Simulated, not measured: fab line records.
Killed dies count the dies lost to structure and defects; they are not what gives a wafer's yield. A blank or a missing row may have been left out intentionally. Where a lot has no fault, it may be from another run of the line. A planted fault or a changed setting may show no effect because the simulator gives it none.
Matching of chambers | flow nandHarc | 4 sister chambers for NHARC_P_GATE_DESCUM_31 on rieDiel-04
The step chemistry O2, time 3 s. 8 wafers are shown with their chamber, then 8 later ones without.

## WAFERS, EACH WITH ITS CHAMBER
wafer  | chamber | drypumpMotorCurrentA (A) | oesProductAu (a.u.)
L087.6 | 2       | 5.7                      | 0.991
L088.3 | 1       | 6.2                      | 0.992
L088.4 | 0       | 5.8                      | 1.019
L088.5 | 2       | 5.7                      | 0.985
L091.1 | 1       | 6.2                      | 0.991
L091.2 | 0       | 5.8                      | 1.004
L091.4 | 3       | 5.4                      | 1.018
L092.1 | 3       | 5.3                      | 1.013

## WAFERS WHOSE CHAMBER IS MISSING
wafer  | drypumpMotorCurrentA (A) | oesProductAu (a.u.)
L092.3 | 5.8                      | 1.003
L092.5 | 5.3                      | 1.007
L094.1 | 6.2                      | 0.983
L094.2 | 5.8                      | 0.992
L094.3 | 5.4                      | 1.007
L096.2 | 5.4                      | 1.015
L096.5 | 6.2                      | 0.996
L096.6 | 5.8                      | 1.008

## WHICH CHAMBER EACH WENT THROUGH
wafer  | from the rows above     | in truth
L092.3 | 0                       | 0
L092.5 | 3                       | 3
L094.1 | 1                       | 1
L094.2 | can't be placed: 2 or 0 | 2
L094.3 | 3                       | 3
L096.2 | 3                       | 3
L096.5 | 1                       | 1
L096.6 | 0                       | 0
Correct placement for 7 of the 8. Not placeable from these rows: 1 (in 1, the candidates include the true chamber). Placed wrongly: 0.
How it was worked out, from the rows above alone: a wafer's distance from a chamber is the root of the sum, over the readings, of the square of ((its reading less the chamber's mean) divided by the reading's scatter). If the next closest chamber is less than 2 further off than the closest, the wafer can't be placed; otherwise it belongs to the closest. The mean given for a chamber averages the wafers shown for that chamber. The scatter: the root of (the sum of the squares of (reading less its chamber's mean) over the shown wafers, divided by (wafers less chambers)).
